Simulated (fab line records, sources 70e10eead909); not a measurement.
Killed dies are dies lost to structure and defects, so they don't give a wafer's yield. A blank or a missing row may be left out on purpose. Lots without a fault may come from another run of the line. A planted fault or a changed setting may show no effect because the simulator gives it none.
Which tool did it? | flow nand_harc | 24 lots, 72 wafers sampled, at 6 steps of a route of 1159

WHAT THE GAUGES READ, wafer by wafer
NHARC_P_M2_OVL_MEAS_10: pitch 340 nm. Usual: overlay_x_nm 0.0 nm, standard deviation 0.82; overlay_y_nm 0.0 nm, standard deviation 0.82.
lot  | measured     | on         | overlay_x_nm (nm) | overlay_y_nm (nm) | flag
L074 | day 5 23:19  | overlay-02 | 1.8 1.4 1.0       | 0.1 0.4 0.1       |
L075 | day 6 00:31  | overlay-01 | -1.7 -1.8 -1.5    | -1.1 -1.3 -0.4    |
L076 | day 6 22:32  | overlay-02 | 1.4 1.9 1.3       | 0.4 0.2 0.8       |
L077 | day 6 22:34  | overlay-01 | -0.9 -1.3 -1.1    | -1.5 -1.6 -1.8    |
L079 | day 7 13:01  | overlay-02 | 0.2 -0.1 -0.1     | 0.1 0.6 0.2       |
L078 | day 7 13:38  | overlay-02 | 0.8 0.6 0.6       | -0.1 -0.3 0.3     |
L080 | day 7 19:22  | overlay-01 | 0.8 1.3 0.9       | 0.6 0.7 0.4       |
L081 | day 8 03:40  | overlay-01 | -0.7 -0.5 -0.9    | 0.3 0.3 0.4       |
L082 | day 8 04:47  | overlay-01 | -0.2 0.2 -0.1     | -0.3 -1.0 0.0     |
L083 | day 8 11:25  | overlay-01 | -0.8 -0.5 -1.0    | 0.8 0.7 0.8       |
L084 | day 8 11:43  | overlay-02 | 0.5 0.2 0.4       | -1.2 -0.8 -1.3    |
L087 | day 9 14:10  | overlay-02 | 1.1 0.7 0.9       | 0.8 0.5 0.5       |
L086 | day 9 14:47  | overlay-01 | 0.0 -0.1 0.4      | -0.1 0.0 0.2      |
L085 | day 9 15:07  | overlay-02 | 0.2 0.6 0.6       | -0.6 -0.7 -0.5    |
L088 | day 9 18:18  | overlay-01 | -0.3 0.0 0.1      | -0.5 -0.8 -1.1    |
L089 | day 10 01:09 | overlay-01 | 0.9 0.7 0.4       | 1.3 1.3 1.0       |
L091 | day 10 09:08 | overlay-01 | -0.2 -0.1 -0.4    | 0.9 1.3 0.9       |
L090 | day 10 12:53 | overlay-01 | -0.5 0.0 -0.4     | 0.0 0.7 0.1       |
L092 | day 10 14:38 | overlay-01 | -0.3 -0.2 -0.3    | -0.8 -0.5 -0.6    |
L093 | day 10 22:32 | overlay-01 | 0.1 -0.3 -0.4     | 0.0 0.2 0.0       |
L094 | day 11 07:53 | overlay-01 | -0.3 -0.2 0.4     | -0.7 -1.2 -0.2    |
L096 | day 11 08:40 | overlay-02 | -0.4 -0.1 0.2     | -0.2 -0.3 -0.1    |
L095 | day 11 09:14 | overlay-02 | -0.2 0.1 0.0      | -0.4 0.1 -0.6     |
L097 | day 11 20:43 | overlay-01 | -0.9 -1.3 -1.3    | 1.7 2.0 1.4       |

NHARC_P_BONDPAD_THK_MEAS_33: measures by ellipsometry. Usual: thk_nm 199.5 nm, standard deviation 1.5.
lot  | measured     | on            | thk_nm (nm)       | flag
L074 | day 6 03:36  | film_metro-02 | 201.0 199.6 201.1 |
L075 | day 6 04:32  | film_metro-02 | 200.6 197.4 199.3 |
L076 | day 7 02:26  | film_metro-01 | 197.7 200.3 200.7 |
L077 | day 7 02:36  | film_metro-02 | 199.2 198.6 199.9 |
L079 | day 7 16:57  | film_metro-01 | 200.0 198.2 199.5 |
L078 | day 7 17:47  | film_metro-01 | 197.9 200.3 199.2 |
L080 | day 7 23:42  | film_metro-01 | 195.5 199.9 200.6 |
L081 | day 8 07:34  | film_metro-01 | 200.8 196.3 198.5 |
L082 | day 8 08:41  | film_metro-02 | 201.1 199.3 203.1 |
L083 | day 8 15:20  | film_metro-01 | 197.5 200.3 199.6 |
L084 | day 8 15:41  | film_metro-01 | 201.0 200.3 200.8 |
L087 | day 9 18:14  | film_metro-01 | 198.5 197.8 199.5 |
L086 | day 9 18:42  | film_metro-02 | 201.8 195.9 197.5 |
L085 | day 9 19:02  | film_metro-02 | 199.5 197.9 198.7 |
L088 | day 9 22:13  | film_metro-01 | 199.8 201.8 201.3 |
L089 | day 10 05:06 | film_metro-02 | 200.7 198.2 198.1 |
L091 | day 10 13:07 | film_metro-02 | 199.2 202.9 199.0 |
L090 | day 10 16:51 | film_metro-01 | 201.3 200.4 199.6 |
L092 | day 10 18:38 | film_metro-01 | 199.7 199.7 198.6 |
L093 | day 11 02:25 | film_metro-01 | 198.9 199.1 200.0 |
L094 | day 11 11:47 | film_metro-02 | 200.8 201.1 200.1 |
L096 | day 11 12:34 | film_metro-01 | 199.1 197.1 197.7 |
L095 | day 11 13:17 | film_metro-02 | 200.8 198.7 200.7 |
L097 | day 12 00:41 | film_metro-02 | 198.3 199.8 200.5 |

NHARC_P_BONDPAD_CD_MEAS_09: target cd 500 nm. Usual: cd_nm 499.2 nm, standard deviation 1.8.
lot  | measured     | on        | cd_nm (nm)        | flag
L074 | day 6 04:10  | cd_sem-02 | 497.8 499.3 497.3 |
L075 | day 6 04:58  | cd_sem-01 | 495.4 499.2 498.6 |
L076 | day 7 02:53  | cd_sem-03 | 494.9 497.3 498.2 |
L077 | day 7 03:10  | cd_sem-03 | 501.7 501.8 501.1 |
L079 | day 7 17:31  | cd_sem-02 | 497.7 498.7 495.2 |
L078 | day 7 18:15  | cd_sem-01 | 499.2 499.9 500.6 |
L080 | day 8 00:08  | cd_sem-02 | 496.9 493.7 497.8 |
L081 | day 8 08:07  | cd_sem-03 | 500.7 502.3 499.1 |
L082 | day 8 09:14  | cd_sem-02 | 500.9 500.9 500.2 |
L083 | day 8 15:54  | cd_sem-02 | 499.4 499.4 503.3 |
L084 | day 8 16:16  | cd_sem-01 | 497.1 499.9 497.2 |
L087 | day 9 18:49  | cd_sem-03 | 497.2 499.4 500.0 |
L086 | day 9 19:11  | cd_sem-03 | 497.7 497.6 498.6 |
L085 | day 9 19:36  | cd_sem-01 | 500.5 500.2 499.5 |
L088 | day 9 22:47  | cd_sem-03 | 501.4 500.3 500.9 |
L089 | day 10 05:32 | cd_sem-03 | 498.7 497.0 498.6 |
L091 | day 10 13:41 | cd_sem-02 | 499.0 498.4 495.7 |
L090 | day 10 17:26 | cd_sem-02 | 498.1 501.3 499.9 |
L092 | day 10 19:04 | cd_sem-01 | 498.7 496.2 499.4 |
L093 | day 11 02:52 | cd_sem-01 | 499.4 498.8 500.0 |
L094 | day 11 12:22 | cd_sem-01 | 497.5 502.6 499.9 |
L096 | day 11 13:08 | cd_sem-02 | 500.1 500.2 501.3 |
L095 | day 11 13:52 | cd_sem-03 | 500.8 499.8 499.6 |
L097 | day 12 01:07 | cd_sem-01 | 502.1 499.5 499.5 |

WHICH TOOL RAN EACH LOT (tool, then ch and the chambers of the sampled wafers, then the start)
lot  | NHARC_P_M0_ETCH_34                 | NHARC_P_M1_PVD_20                       | NHARC_P_M2_PVD_21
L074 | rie_diel-07 ch 0,1,3, day 5 15:11  | pvd_sputter-03, day 5 23:19 or earlier  | pvd_sputter-01, day 6 03:36 or earlier
L075 | rie_diel-12 ch 2,3, day 5 16:29    | pvd_sputter-02, day 6 00:31 or earlier  | pvd_sputter-01, day 6 04:32 or earlier
L076 | rie_diel-03 ch 1,2, day 6 14:07    | pvd_sputter-01, day 6 22:32 or earlier  | pvd_sputter-01, day 7 02:26 or earlier
L077 | rie_diel-03 ch 0,1,3, day 6 14:37  | pvd_sputter-02, day 6 22:34 or earlier  | pvd_sputter-02, day 7 02:36 or earlier
L079 | rie_diel-12 ch 0,3, day 7 04:56    | pvd_sputter-02, day 7 13:01 or earlier  | pvd_sputter-02, day 7 16:57 or earlier
L078 | rie_diel-07 ch 0,1,3, day 7 05:16  | pvd_sputter-01, day 7 13:38 or earlier  | pvd_sputter-03, day 7 17:47 or earlier
L080 | rie_diel-07 ch 0,1,2, day 7 10:50  | pvd_sputter-02, day 7 19:22 or earlier  | pvd_sputter-02, day 7 23:42 or earlier
L081 | rie_diel-12 ch 1,2, day 7 19:34    | pvd_sputter-02, day 8 03:40 or earlier  | pvd_sputter-02, day 8 07:34 or earlier
L082 | rie_diel-12 ch 0,1,3, day 7 20:43  | pvd_sputter-03, day 8 04:47 or earlier  | pvd_sputter-02, day 8 08:41 or earlier
L083 | rie_diel-03 ch 0,1, day 8 03:13    | pvd_sputter-01, day 8 11:25 or earlier  | pvd_sputter-02, day 8 15:20 or earlier
L084 | rie_diel-12 ch 0,1,3, day 8 03:27  | pvd_sputter-03, day 8 11:43 or earlier  | pvd_sputter-01, day 8 15:41 or earlier
L087 | rie_diel-12 ch 0,2,3, day 9 05:44  | pvd_sputter-03, day 9 14:10 or earlier  | pvd_sputter-02, day 9 18:14 or earlier
L086 | rie_diel-12 ch 0,3, day 9 06:16    | pvd_sputter-02, day 9 14:47 or earlier  | pvd_sputter-03, day 9 18:42 or earlier
L085 | rie_diel-07 ch 1,3, day 9 06:26    | pvd_sputter-01, day 9 15:07 or earlier  | pvd_sputter-01, day 9 19:02 or earlier
L088 | rie_diel-07 ch 0,1,2, day 9 09:43  | pvd_sputter-03, day 9 18:18 or earlier  | pvd_sputter-01, day 9 22:13 or earlier
L089 | rie_diel-07 ch 0,3, day 9 16:50    | pvd_sputter-03, day 10 01:09 or earlier | pvd_sputter-03, day 10 05:06 or earlier
L091 | rie_diel-07 ch 0,1,3, day 10 00:47 | pvd_sputter-03, day 10 09:08 or earlier | pvd_sputter-02, day 10 13:07 or earlier
L090 | rie_diel-07 ch 0,2,3, day 10 04:57 | pvd_sputter-03, day 10 12:53 or earlier | pvd_sputter-02, day 10 16:51 or earlier
L092 | rie_diel-12 ch 0,2,3, day 10 06:49 | pvd_sputter-01, day 10 14:38 or earlier | pvd_sputter-03, day 10 18:38 or earlier
L093 | rie_diel-12 ch 0,1,3, day 10 14:31 | pvd_sputter-01, day 10 22:32 or earlier | pvd_sputter-01, day 11 02:25 or earlier
L094 | rie_diel-07 ch 0,1,3, day 10 23:58 | pvd_sputter-02, day 11 07:53 or earlier | pvd_sputter-02, day 11 11:47 or earlier
L096 | rie_diel-07 ch 0,1,2, day 11 00:40 | pvd_sputter-03, day 11 08:40 or earlier | pvd_sputter-01, day 11 12:34 or earlier
L095 | rie_diel-12 ch 0,1, day 11 01:11   | pvd_sputter-01, day 11 09:14 or earlier | pvd_sputter-03, day 11 13:17 or earlier
L097 | rie_diel-07 ch 0,1,2, day 11 12:47 | pvd_sputter-01, day 11 20:43 or earlier | pvd_sputter-01, day 12 00:41 or earlier
- NHARC_P_M0_ETCH_34: etches the open film in N2/H2, target depth 40 nm, overetch 12 nm, time 43.94 s.
- NHARC_P_M1_PVD_20: deposits TaN, target thk 5 nm, time 8.06 s.
- NHARC_P_M2_PVD_21: deposits Cu, target thk 30 nm, time 20.49 s.

WHAT THE TOOLS THEMSELVES READ (means of the sampled wafers that have a number; where no wafer has one, the mark that the record gives instead)
NHARC_P_M0_ETCH_34. Usual: drypump_motor_current_A 5.9 A, standard deviation 0.55; oes_product_au 0.997 a.u., standard deviation 0.012; rf_fwd_power_W 396.0 W, standard deviation 1.7; rf_vpp_V 431.9 V, standard deviation 2.2; showerhead_plenum_p_Torr 2.09 Torr, standard deviation 0.078; throttle_valve_pct 14.170 %, standard deviation 0.0086.
lot  | tool        | drypump_motor_current_A (A) | oes_product_au (a.u.) | rf_fwd_power_W (W) | rf_vpp_V (V) | showerhead_plenum_p_Torr (Torr) | throttle_valve_pct (%) | flag
L074 | rie_diel-07 | 6.2                         | 1.008                 | 396.4              | 431.8        | 2.06                            | 14.172                 |
L075 | rie_diel-12 | 5.8                         | 1.004                 | 396.4              | 434.2        | 2.18                            | 14.169                 |
L076 | rie_diel-03 | 5.6                         | 0.995                 | 395.0              | 430.2        | 2.02                            | 14.177                 |
L077 | rie_diel-03 | 5.5                         | 1.013                 | 396.7              | 429.5        | 2.01                            | 14.166                 |
L079 | rie_diel-12 | 6.3                         | 1.003                 | 394.6              | 433.4        | 2.14                            | 14.173                 |
L078 | rie_diel-07 | 6.2                         | 1.004                 | 395.5              | 431.6        | 2.06                            | 14.169                 |
L080 | rie_diel-07 | 6.3                         | 1.002                 | 396.2              | 433.1        | 2.12                            | 14.173                 |
L081 | rie_diel-12 | 5.1                         | 0.989                 | 396.6              | 431.8        | 2.10                            | 14.175                 |
L082 | rie_diel-12 | 5.7                         | 0.989                 | 395.5              | 432.5        | 2.11                            | 14.175                 |
L083 | rie_diel-03 | 5.7                         | 1.007                 | 395.8              | 430.1        | 2.05                            | 14.171                 |
L084 | rie_diel-12 | 5.7                         | 0.987                 | 396.2              | 432.4        | 2.11                            | 14.172                 |
L087 | rie_diel-12 | 5.9                         | 0.987                 | 394.7              | 433.3        | 2.16                            | 14.168                 |
L086 | rie_diel-12 | 6.3                         | 0.999                 | 395.0              | 433.5        | 2.14                            | 14.176                 |
L085 | rie_diel-07 | 6.0                         | 0.986                 | 395.0              | 430.7        | 2.04                            | 14.165                 |
L088 | rie_diel-07 | 6.3                         | 0.994                 | 396.1              | 432.6        | 2.12                            | 14.171                 |
L089 | rie_diel-07 | 6.3                         | 1.000                 | 397.8              | 429.6        | 2.00                            | 14.175                 |
L091 | rie_diel-07 | 6.2                         | 0.998                 | 396.3              | 430.8        | 2.06                            | 14.161                 |
L090 | rie_diel-07 | 6.4                         | 0.985                 | 397.2              | 430.4        | 2.06                            | 14.176                 |
L092 | rie_diel-12 | 5.9                         | 1.003                 | 396.7              | 433.5        | 2.16                            | 14.171                 |
L093 | rie_diel-12 | 5.7                         | 0.995                 | 395.5              | 432.4        | 2.11                            | 14.176                 |
L094 | rie_diel-07 | 6.2                         | 1.005                 | 395.8              | 431.8        | 2.06                            | 14.164                 |
L096 | rie_diel-07 | 6.3                         | 0.994                 | 395.7              | 433.3        | 2.12                            | 14.170                 |
L095 | rie_diel-12 | 5.2                         | 0.991                 | 394.9              | 431.4        | 2.08                            | 14.171                 |
L097 | rie_diel-07 | 6.3                         | 1.001                 | 396.2              | 432.5        | 2.11                            | 14.167                 |

NHARC_P_M1_PVD_20. Usual: cathode_dc_power_W 15000 W, standard deviation 2.9; substrate_temp_c 50.01 C, standard deviation 0.11; throttle_valve_pct 29.6 %, standard deviation 0.81.
lot  | tool           | cathode_dc_power_W (W) | substrate_temp_c (C) | throttle_valve_pct (%) | flag
L074 | pvd_sputter-03 | 15000                  | 49.98                | 29.7                   |
L075 | pvd_sputter-02 | 15002                  | 50.08                | 29.5                   |
L076 | pvd_sputter-01 | 14999                  | 50.07                | 29.7                   |
L077 | pvd_sputter-02 | 15000                  | 49.93                | 28.9                   |
L079 | pvd_sputter-02 | 14998                  | 49.90                | 28.9                   |
L078 | pvd_sputter-01 | 15001                  | 50.08                | 29.2                   |
L080 | pvd_sputter-02 | 14999                  | 49.85                | 29.0                   |
L081 | pvd_sputter-02 | 14997                  | 49.93                | 29.5                   |
L082 | pvd_sputter-03 | 14999                  | 50.09                | 29.8                   |
L083 | pvd_sputter-01 | 15001                  | 49.99                | 29.7                   |
L084 | pvd_sputter-03 | 14998                  | 50.02                | 30.3                   |
L087 | pvd_sputter-03 | 15001                  | 50.09                | 29.8                   |
L086 | pvd_sputter-02 | 15001                  | 50.05                | 29.2                   |
L085 | pvd_sputter-01 | 14999                  | 49.92                | 29.1                   |
L088 | pvd_sputter-03 | 15001                  | 50.02                | 30.3                   |
L089 | pvd_sputter-03 | 14999                  | 50.09                | 29.5                   |
L091 | pvd_sputter-03 | 14998                  | 49.97                | 29.9                   |
L090 | pvd_sputter-03 | 15002                  | 49.86                | 30.0                   |
L092 | pvd_sputter-01 | 14997                  | 49.99                | 29.3                   |
L093 | pvd_sputter-01 | 15000                  | 49.93                | 29.8                   |
L094 | pvd_sputter-02 | 14996                  | 49.90                | 29.2                   |
L096 | pvd_sputter-03 | 14998                  | 50.05                | 29.7                   |
L095 | pvd_sputter-01 | 15003                  | 50.12                | 29.8                   |
L097 | pvd_sputter-01 | 14998                  | 50.03                | 29.7                   |

NHARC_P_M2_PVD_21. Usual: cathode_dc_power_W 5000.0 W, standard deviation 0.84; substrate_temp_c 30.01 C, standard deviation 0.1; throttle_valve_pct 29.5 %, standard deviation 0.74.
lot  | tool           | cathode_dc_power_W (W) | substrate_temp_c (C) | throttle_valve_pct (%) | flag
L074 | pvd_sputter-01 | 5000.7                 | 30.08                | 29.3                   |
L075 | pvd_sputter-01 | 5000.0                 | 30.03                | 29.3                   |
L076 | pvd_sputter-01 | 5000.1                 | 29.96                | 29.5                   |
L077 | pvd_sputter-02 | 5000.0                 | 29.95                | 28.9                   |
L079 | pvd_sputter-02 | 5000.0                 | 30.06                | 28.7                   |
L078 | pvd_sputter-03 | 4999.9                 | 29.99                | 30.7                   |
L080 | pvd_sputter-02 | 5000.5                 | 30.07                | 29.5                   |
L081 | pvd_sputter-02 | 5000.4                 | 30.07                | 28.8                   |
L082 | pvd_sputter-02 | 4999.6                 | 29.99                | 28.8                   |
L083 | pvd_sputter-02 | 4999.8                 | 29.90                | 29.3                   |
L084 | pvd_sputter-01 | 4999.6                 | 29.92                | 30.0                   |
L087 | pvd_sputter-02 | 5000.2                 | 29.96                | 28.8                   |
L086 | pvd_sputter-03 | 4999.7                 | 29.95                | 29.5                   |
L085 | pvd_sputter-01 | 5000.8                 | 30.00                | 29.5                   |
L088 | pvd_sputter-01 | 5000.1                 | 30.05                | 29.8                   |
L089 | pvd_sputter-03 | 5000.1                 | 29.99                | 30.0                   |
L091 | pvd_sputter-02 | 5000.3                 | 30.01                | 29.3                   |
L090 | pvd_sputter-02 | 5000.6                 | 30.04                | 29.5                   |
L092 | pvd_sputter-03 | 5000.6                 | 30.07                | 30.1                   |
L093 | pvd_sputter-01 | 4999.9                 | 30.04                | 29.1                   |
L094 | pvd_sputter-02 | 4999.8                 | 30.06                | 29.2                   |
L096 | pvd_sputter-01 | 5000.1                 | 30.07                | 29.9                   |
L095 | pvd_sputter-03 | 5000.1                 | 29.98                | 30.2                   |
L097 | pvd_sputter-01 | 4999.8                 | 29.98                | 29.2                   |

THE ANSWER, worked out from the rows above alone
Rule: a lot is off if the mean of its wafers that have a number lies more than 3 standard deviations from the usual mean. A lot without any number at a reading at which 4 lots or more have one is off too. The other lots that the step has rows for count as sound. The gauges are gone through in route order, then the tools' own readings, and for those a lot's mean is taken as printed above. The first step at which some lot is off is used, and at that step the reading that is off furthest; a lot without a number counts as furthest.
No lot is off at any reading shown: from this, nothing can be told.

WHAT THE SIMULATOR HAD PUT IN
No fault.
